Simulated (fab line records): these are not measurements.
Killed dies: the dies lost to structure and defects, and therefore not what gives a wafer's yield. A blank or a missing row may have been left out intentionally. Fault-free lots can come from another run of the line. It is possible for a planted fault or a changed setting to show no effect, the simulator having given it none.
Split-lot experiment :: flow n5_finfet :: on a route of 1938 steps: 7 lots, 21 wafers read

== THE SPLIT ==
At N5_DUMMY_GATE_CVD_03 (deposits a-Si from SiH4, target thk 150 nm, time 8042 s), the setting temp_c was moved away from the recipe's 530 C on 9 of the 21 wafers read, by -2.4% to +4.4%. For the rest of the wafers, this setting stayed at what the recipe calls for.

The reading comes from the split's own step.

== THE READING ==
a-Si_of_DUMMY_GATE_CVD_03.thk_nm (the simulator's own value, which no gauge read), in nm, at N5_DUMMY_GATE_CVD_03 (deposits a-Si from SiH4, target thk 150 nm, time 8042 s). The file gives no usual value for it. Here, 12 wafers ran the recipe; their average is 149.6 nm with a standard deviation of 1.9 nm.

wafer: L077.2
tool, chamber at the split: -, -
temp_c as run, C: 530
against the recipe: recipe
a-Si_of_DUMMY_GATE_CVD_03.thk_nm, nm: 148.2
against lot-mates on the recipe: -

wafer: L077.4
tool, chamber at the split: -, -
temp_c as run, C: 530
against the recipe: recipe
a-Si_of_DUMMY_GATE_CVD_03.thk_nm, nm: 148.2
against lot-mates on the recipe: -

wafer: L077.3
tool, chamber at the split: -, -
temp_c as run, C: 530
against the recipe: recipe
a-Si_of_DUMMY_GATE_CVD_03.thk_nm, nm: 149.4
against lot-mates on the recipe: -

wafer: L082.1
tool, chamber at the split: -, -
temp_c as run, C: 553.2
against the recipe: +4.4%
a-Si_of_DUMMY_GATE_CVD_03.thk_nm, nm: 282.8
against lot-mates on the recipe: no lot-mate on the recipe

wafer: L082.2
tool, chamber at the split: -, -
temp_c as run, C: 553.2
against the recipe: +4.4%
a-Si_of_DUMMY_GATE_CVD_03.thk_nm, nm: 283.8
against lot-mates on the recipe: no lot-mate on the recipe

wafer: L082.3
tool, chamber at the split: -, -
temp_c as run, C: 553.2
against the recipe: +4.4%
a-Si_of_DUMMY_GATE_CVD_03.thk_nm, nm: 282
against lot-mates on the recipe: no lot-mate on the recipe

wafer: L083.1
tool, chamber at the split: -, -
temp_c as run, C: 517.1
against the recipe: -2.4%
a-Si_of_DUMMY_GATE_CVD_03.thk_nm, nm: 101.6
against lot-mates on the recipe: no lot-mate on the recipe

wafer: L083.2
tool, chamber at the split: -, -
temp_c as run, C: 517.1
against the recipe: -2.4%
a-Si_of_DUMMY_GATE_CVD_03.thk_nm, nm: 100.4
against lot-mates on the recipe: no lot-mate on the recipe

wafer: L083.6
tool, chamber at the split: -, -
temp_c as run, C: 517.1
against the recipe: -2.4%
a-Si_of_DUMMY_GATE_CVD_03.thk_nm, nm: 102
against lot-mates on the recipe: no lot-mate on the recipe

wafer: L084.4
tool, chamber at the split: -, -
temp_c as run, C: 522.9
against the recipe: -1.3%
a-Si_of_DUMMY_GATE_CVD_03.thk_nm, nm: 123.2
against lot-mates on the recipe: no lot-mate on the recipe

wafer: L084.5
tool, chamber at the split: -, -
temp_c as run, C: 522.9
against the recipe: -1.3%
a-Si_of_DUMMY_GATE_CVD_03.thk_nm, nm: 123.6
against lot-mates on the recipe: no lot-mate on the recipe

wafer: L084.6
tool, chamber at the split: -, -
temp_c as run, C: 522.9
against the recipe: -1.3%
a-Si_of_DUMMY_GATE_CVD_03.thk_nm, nm: 123
against lot-mates on the recipe: no lot-mate on the recipe

wafer: L085.1
tool, chamber at the split: lpcvd-02, 1/65
temp_c as run, C: 530
against the recipe: recipe
a-Si_of_DUMMY_GATE_CVD_03.thk_nm, nm: 146.8
against lot-mates on the recipe: -

wafer: L085.3
tool, chamber at the split: lpcvd-02, 1/75
temp_c as run, C: 530
against the recipe: recipe
a-Si_of_DUMMY_GATE_CVD_03.thk_nm, nm: 148.6
against lot-mates on the recipe: -

wafer: L085.5
tool, chamber at the split: lpcvd-02, 1/84
temp_c as run, C: 530
against the recipe: recipe
a-Si_of_DUMMY_GATE_CVD_03.thk_nm, nm: 146.4
against lot-mates on the recipe: -

wafer: L087.1
tool, chamber at the split: -, -
temp_c as run, C: 530
against the recipe: recipe
a-Si_of_DUMMY_GATE_CVD_03.thk_nm, nm: 151.8
against lot-mates on the recipe: -

wafer: L087.5
tool, chamber at the split: -, -
temp_c as run, C: 530
against the recipe: recipe
a-Si_of_DUMMY_GATE_CVD_03.thk_nm, nm: 151.8
against lot-mates on the recipe: -

wafer: L087.4
tool, chamber at the split: -, -
temp_c as run, C: 530
against the recipe: recipe
a-Si_of_DUMMY_GATE_CVD_03.thk_nm, nm: 152.4
against lot-mates on the recipe: -

wafer: L096.3
tool, chamber at the split: -, -
temp_c as run, C: 530
against the recipe: recipe
a-Si_of_DUMMY_GATE_CVD_03.thk_nm, nm: 150.6
against lot-mates on the recipe: -

wafer: L096.4
tool, chamber at the split: -, -
temp_c as run, C: 530
against the recipe: recipe
a-Si_of_DUMMY_GATE_CVD_03.thk_nm, nm: 149.8
against lot-mates on the recipe: -

wafer: L096.5
tool, chamber at the split: -, -
temp_c as run, C: 530
against the recipe: recipe
a-Si_of_DUMMY_GATE_CVD_03.thk_nm, nm: 151
against lot-mates on the recipe: -

FIT RESULTS
A straight line over all 21 wafers: a-Si_of_DUMMY_GATE_CVD_03.thk_nm changes by +27.2 nm for each +1% of temp_c; r = +0.99; the points scatter about the line by 7.8 nm.
Too few moved wafers have a lot-mate on the recipe to fit a line with each lot's own level taken away.

== THE FILE'S OWN FIT ==
a-Si_of_DUMMY_GATE_CVD_03.thk_nm changes by +27.2 nm for each +1% of temp_c, r = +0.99.
